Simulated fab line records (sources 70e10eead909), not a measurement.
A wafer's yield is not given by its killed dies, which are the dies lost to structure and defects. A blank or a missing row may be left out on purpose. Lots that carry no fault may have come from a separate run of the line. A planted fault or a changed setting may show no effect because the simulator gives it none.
Chamber matching || flow nand_harc || 4 sister chambers for NHARC_P_M1_ETCH_35 on rie_diel-07
The step etches the open film in N2/H2, target depth 40 nm, overetch 12 nm, time 43.94 s. 22 wafers are shown with their chamber, then 11 later ones without.

== WAFERS, EACH WITH ITS CHAMBER ==
{"wafer": "L078.2", "chamber": 1, "drypump_motor_current_A (A)": 6.6, "rf_vpp_V (V)": 429.0, "oes_product_au (a.u.)": 1.002}
{"wafer": "L078.4", "chamber": 2, "drypump_motor_current_A (A)": 5.7, "rf_vpp_V (V)": 434.1, "oes_product_au (a.u.)": 0.991}
{"wafer": "L078.5", "chamber": 3, "drypump_motor_current_A (A)": 6.0, "rf_vpp_V (V)": 429.1, "oes_product_au (a.u.)": 0.991}
{"wafer": "L077.1", "chamber": 3, "drypump_motor_current_A (A)": 6.0, "rf_vpp_V (V)": 428.3, "oes_product_au (a.u.)": 0.999}
{"wafer": "L077.3", "chamber": 0, "drypump_motor_current_A (A)": 5.5, "rf_vpp_V (V)": 427.8, "oes_product_au (a.u.)": 0.985}
{"wafer": "L077.5", "chamber": 1, "drypump_motor_current_A (A)": 6.5, "rf_vpp_V (V)": 428.4, "oes_product_au (a.u.)": 1.009}
{"wafer": "L081.1", "chamber": 2, "drypump_motor_current_A (A)": 5.7, "rf_vpp_V (V)": 432.3, "oes_product_au (a.u.)": 0.992}
{"wafer": "L081.3", "chamber": 0, "drypump_motor_current_A (A)": 5.5, "rf_vpp_V (V)": 429.1, "oes_product_au (a.u.)": 1.000}
{"wafer": "L081.6", "chamber": 3, "drypump_motor_current_A (A)": 5.9, "rf_vpp_V (V)": 427.4, "oes_product_au (a.u.)": 0.994}
{"wafer": "L084.1", "chamber": 0, "drypump_motor_current_A (A)": 5.5, "rf_vpp_V (V)": 426.6, "oes_product_au (a.u.)": 0.983}
{"wafer": "L084.2", "chamber": 1, "drypump_motor_current_A (A)": 6.6, "rf_vpp_V (V)": 428.1, "oes_product_au (a.u.)": 1.006}
{"wafer": "L084.3", "chamber": 3, "drypump_motor_current_A (A)": 6.0, "rf_vpp_V (V)": 428.5, "oes_product_au (a.u.)": 0.991}
{"wafer": "L083.1", "chamber": 1, "drypump_motor_current_A (A)": 6.6, "rf_vpp_V (V)": 429.1, "oes_product_au (a.u.)": 1.007}
{"wafer": "L083.2", "chamber": 3, "drypump_motor_current_A (A)": 6.0, "rf_vpp_V (V)": 427.6, "oes_product_au (a.u.)": 1.001}
{"wafer": "L083.3", "chamber": 0, "drypump_motor_current_A (A)": 5.5, "rf_vpp_V (V)": 426.5, "oes_product_au (a.u.)": 0.997}
{"wafer": "L086.3", "chamber": 2, "drypump_motor_current_A (A)": 5.7, "rf_vpp_V (V)": 434.0, "oes_product_au (a.u.)": 0.983}
{"wafer": "L086.4", "chamber": 0, "drypump_motor_current_A (A)": 5.5, "rf_vpp_V (V)": 426.4, "oes_product_au (a.u.)": 0.995}
{"wafer": "L086.5", "chamber": 2, "drypump_motor_current_A (A)": 5.7, "rf_vpp_V (V)": 432.5, "oes_product_au (a.u.)": 0.985}
{"wafer": "L088.1", "chamber": 3, "drypump_motor_current_A (A)": 6.0, "rf_vpp_V (V)": 427.0, "oes_product_au (a.u.)": 0.992}
{"wafer": "L088.5", "chamber": 1, "drypump_motor_current_A (A)": 6.6, "rf_vpp_V (V)": 427.9, "oes_product_au (a.u.)": 0.998}
{"wafer": "L088.6", "chamber": 0, "drypump_motor_current_A (A)": 5.5, "rf_vpp_V (V)": 425.0, "oes_product_au (a.u.)": 1.000}
{"wafer": "L089.1", "chamber": 1, "drypump_motor_current_A (A)": 6.6, "rf_vpp_V (V)": 428.2, "oes_product_au (a.u.)": 1.001}

SIGNATURES (means of the wafers above)
{"reading": "drypump_motor_current_A", "chamber 0": 5.500, "chamber 1": 6.583, "chamber 2": 5.700, "chamber 3": 5.983, "scatter within a chamber": 0.0304}
{"reading": "rf_vpp_V", "chamber 0": 426.900, "chamber 1": 428.450, "chamber 2": 433.225, "chamber 3": 427.983, "scatter within a chamber": 0.966}
{"reading": "oes_product_au", "chamber 0": 0.99333, "chamber 1": 1.00383, "chamber 2": 0.98775, "chamber 3": 0.99467, "scatter within a chamber": 0.00538}
Rule: for each reading, subtract the chamber's mean from the wafer's reading, divide by that reading's scatter and square the result; add these up over the readings and take the root, which gives the wafer's distance from the chamber. If the next closest chamber is less than 2 further off than the closest, the wafer can't be placed; otherwise it belongs to the closest. The scatter: the root of (the sum of the squares of (reading less its chamber's mean) over the shown wafers, divided by (wafers less chambers)).

== WAFERS WITHOUT THEIR CHAMBER ==
{"wafer": "L089.4", "drypump_motor_current_A (A)": 5.7, "rf_vpp_V (V)": 433.5, "oes_product_au (a.u.)": 0.970}
{"wafer": "L089.5", "drypump_motor_current_A (A)": 6.0, "rf_vpp_V (V)": 426.8, "oes_product_au (a.u.)": 0.982}
{"wafer": "L090.1", "drypump_motor_current_A (A)": 6.6, "rf_vpp_V (V)": 427.7, "oes_product_au (a.u.)": 1.012}
{"wafer": "L090.5", "drypump_motor_current_A (A)": 6.0, "rf_vpp_V (V)": 428.2, "oes_product_au (a.u.)": 1.002}
{"wafer": "L090.6", "drypump_motor_current_A (A)": 5.5, "rf_vpp_V (V)": 427.6, "oes_product_au (a.u.)": 0.993}
{"wafer": "L091.1", "drypump_motor_current_A (A)": 5.7, "rf_vpp_V (V)": 433.0, "oes_product_au (a.u.)": 0.982}
{"wafer": "L091.4", "drypump_motor_current_A (A)": 5.5, "rf_vpp_V (V)": 427.3, "oes_product_au (a.u.)": 0.988}
{"wafer": "L091.5", "drypump_motor_current_A (A)": 5.5, "rf_vpp_V (V)": 425.9, "oes_product_au (a.u.)": 0.994}
{"wafer": "L095.1", "drypump_motor_current_A (A)": 5.5, "rf_vpp_V (V)": 427.9, "oes_product_au (a.u.)": 1.003}
{"wafer": "L095.4", "drypump_motor_current_A (A)": 5.9, "rf_vpp_V (V)": 426.9, "oes_product_au (a.u.)": 1.013}
{"wafer": "L095.5", "drypump_motor_current_A (A)": 6.6, "rf_vpp_V (V)": 429.0, "oes_product_au (a.u.)": 0.993}

== EACH ONE'S CHAMBER ==
{"wafer": "L089.4", "from the rows above": 2, "in truth": 2}
{"wafer": "L089.5", "from the rows above": 3, "in truth": 3}
{"wafer": "L090.1", "from the rows above": 1, "in truth": 1}
{"wafer": "L090.5", "from the rows above": 3, "in truth": 3}
{"wafer": "L090.6", "from the rows above": 0, "in truth": 0}
{"wafer": "L091.1", "from the rows above": 2, "in truth": 2}
{"wafer": "L091.4", "from the rows above": 0, "in truth": 0}
{"wafer": "L091.5", "from the rows above": 0, "in truth": 0}
{"wafer": "L095.1", "from the rows above": 0, "in truth": 0}
{"wafer": "L095.4", "from the rows above": 3, "in truth": 3}
{"wafer": "L095.5", "from the rows above": 1, "in truth": 1}
Correctly placed: 11 of 11. From these rows, 0 cannot be placed. Number placed wrongly: 0.
